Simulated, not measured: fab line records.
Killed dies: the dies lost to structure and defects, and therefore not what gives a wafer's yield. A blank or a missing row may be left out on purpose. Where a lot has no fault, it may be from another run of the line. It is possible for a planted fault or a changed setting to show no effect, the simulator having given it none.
Lot-split experiment	flow n5Finfet	on a route of 1938 steps: 7 lots, 39 wafers read

## SPLIT DETAILS
At N5_BEOL_M0_SAQP_PECVD_04 (deposits a-Si from SiH4/He, target thk 60 nm, time 60.2 s), the setting timeS was moved away from the recipe's 60.2 s on 15 of the 39 wafers read, by -45.3% to +48.9%. The other wafers ran this setting at the recipe's value.

## FROM THE SPLIT TO THE READING: what the file shows between them, 5 steps
- N5_BEOL_M0_SAQP_THK_MEAS_05
- N5_BEOL_M0_SAQP_HM_DEP_111: deposits SiO2 from SiH4/N2O, target thk 12 nm, time 7.2 s
- N5_BEOL_M0_SAQP_COAT_81: time 60 s, resist thk 100 nm
- N5_BEOL_M0_SAQP_HM_OPEN_112: chemistry CHF3/O2, target SiO2, stops on a-Si, target depth 12 nm, time 13.5 s
- N5_BEOL_M0_SAQP_STRIP_113: strips in CHF3/O2

## THE READING
oesProductAu, in a.u., at N5_BEOL_M0_SAQP_MANDREL_ETCH_20 (etches a-Si in HBr/Cl2, stops on SiNx, target depth 60 nm, bt time 10 s, time 30 s). Fault-free wafers of this fab line usually give 0.776 a.u., standard deviation 0.015 a.u.

wafer	tool, chamber at the split	timeS as run, s	against the recipe	oesProductAu, a.u.	against lot-mates on the recipe
L082.1	pecvd-03, 1	60.2	recipe	0.779	-
L082.2	pecvd-03, 2	89.62	+48.9%	1.004	+0.229
L082.3	pecvd-03, 1	89.62	+48.9%	0.994	+0.219
L082.4	pecvd-03, 2	60.2	recipe	0.773	-
L082.5	pecvd-03, 2	89.62	+48.9%	1.006	+0.231
L082.6	pecvd-03, 1	60.2	recipe	0.772	-
L086.1	pecvd-03, 1,0	60.2	recipe	0.783	-
L086.2	pecvd-03, 0	60.2	recipe	0.780	-
L086.3	pecvd-03, 2	60.2	recipe	0.745	-
L086.4	pecvd-03, 1,0	60.2	recipe	0.803	-
L086.5	pecvd-03, 1	60.2	recipe	0.757	-
L086.6	pecvd-03, 2	60.2	recipe	0.795	-
L088.1	pecvd-03, 2,1	85.22	+41.6%	0.967	+0.174
L088.2	pecvd-03, 0	85.22	+41.6%	0.982	+0.189
L088.3	pecvd-03, 2,1	85.22	+41.6%	0.921	+0.128
L088.4	pecvd-03, 1	60.2	recipe	0.797	-
L088.5	pecvd-03, 0	60.2	recipe	0.790	-
L088.6	pecvd-03, 2	60.2	recipe	0.793	-
L089.1	pecvd-03, 0	32.93	-45.3%	0.566	-0.210
L089.2	pecvd-03, 2	32.93	-45.3%	0.593	-0.183
L089.3	pecvd-03, 1	60.2	recipe	0.779	-
L089.4	pecvd-03, 1	60.2	recipe	0.771	-
L089.5	pecvd-03, 0	60.2	recipe	0.778	-
L089.6	pecvd-03, 2	32.93	-45.3%	0.580	-0.196
L092.1	pecvd-02, 1	60.2	recipe	0.763	-
L092.2	pecvd-02, 0	39.76	-34.0%	0.618	-0.149
L092.3	pecvd-02, 1	39.76	-34.0%	0.595	-0.172
L092.4	pecvd-02, 0	39.76	-34.0%	0.623	-0.144
L092.5	pecvd-02, 1	60.2	recipe	0.781	-
L092.6	pecvd-02, 0	60.2	recipe	0.757	-
L093.2	pecvd-03, 1	60.2	recipe	0.771	-
L093.3	pecvd-03, 0	60.2	recipe	0.763	-
L093.5	pecvd-03, 0	60.2	recipe	0.777	-
L097.1	pecvd-04, 0,2	81.38	+35.2%	0.955	+0.176
L097.2	pecvd-04, 1	60.2	recipe	0.769	-
L097.3	pecvd-04, 0,2	81.38	+35.2%	0.892	+0.113
L097.4	pecvd-04, 0	60.2	recipe	0.788	-
L097.5	pecvd-04, 1	60.2	recipe	0.781	-
L097.6	pecvd-04, 2	81.38	+35.2%	0.949	+0.170
When a row names more than one chamber, that row covers several wafers, and the file does not tell which wafer ran in which chamber.

FIT RESULTS
A straight line over all 39 wafers: oesProductAu changes by +0.0045 a.u. for each +1% of timeS; r = +0.99; the points scatter about the line by 0.017 a.u.
The same after taking each lot's own level away (the mean of its wafers on the recipe; 39 wafers): +0.00437 a.u. for each +1%; r = +0.99; scatter 0.017 a.u.
On that fit, the largest move of timeS shifts the reading by 0.21 a.u.
Across the lots, their own levels run from 0.7670 to 0.7933 a.u., a range of 1.8 times the standard deviation given above.
The two slopes are in agreement: the lot-to-lot level therefore moves the slope only a little.
Check: for one of the wafers moved furthest among these (+48.9%), held out of the fit, the line's prediction against its lot-mates is +0.211 a.u. Against them it came out at +0.229 a.u.

## ADDITIONAL SPLITS CARRIED BY THESE WAFERS
Before the reading, these wafers also passed through other splits. Each is held against what the fit with the lots' levels taken away leaves over:
other split on the same wafers	wafers away from the commonest value	r with oesProductAu (lot level and that fit taken away)
N5_PMOS_HMC_CHANNEL_EPI_HM_DEP_34 targetThkA	18	+0.17
N5_DUMMY_GATE_CVD_03 targetThkA	24	-0.23
N5_SD_EPI_N_DEVELOP_08 developTimeS	15	+0.08
N5_MOL_CONTACT_COAG_ETCH_106 targetDepthA	12	+0.01

## THE WHOLE CHAIN: every reading that the file lists as answering this split, in the file's order
step	what it does	reading	change (the file's fit)	r (the file's)
N5_BEOL_M0_SAQP_PECVD_04	deposits a-Si from SiH4/He, target thk 60 nm, time 60.2 s	a-Si_of_BEOL_M0_SAQP_PECVD_04.thkNm (the simulator's own value, which no gauge read)	+0.598 nm for each +1% of the setting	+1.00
N5_BEOL_M0_SAQP_THK_MEAS_05		thkNm	withheld for each +1% of the setting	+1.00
N5_BEOL_M0_SAQP_MANDREL_ETCH_20	etches a-Si in HBr/Cl2, stops on SiNx, target depth 60 nm, bt time 10 s, time 30 s	oesProductAu	+0.00437 a.u. for each +1% of the setting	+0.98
N5_BEOL_M0_SAQP_MANDREL_ETCH_20	etches a-Si in HBr/Cl2, stops on SiNx, target depth 60 nm, bt time 10 s, time 30 s	etch.depthNm (the simulator's own value, which no gauge read)	+0.595 nm for each +1% of the setting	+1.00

## THE FILE'S OWN FIT
oesProductAu changes by +0.00437 a.u. for each +1% of timeS, r = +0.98.
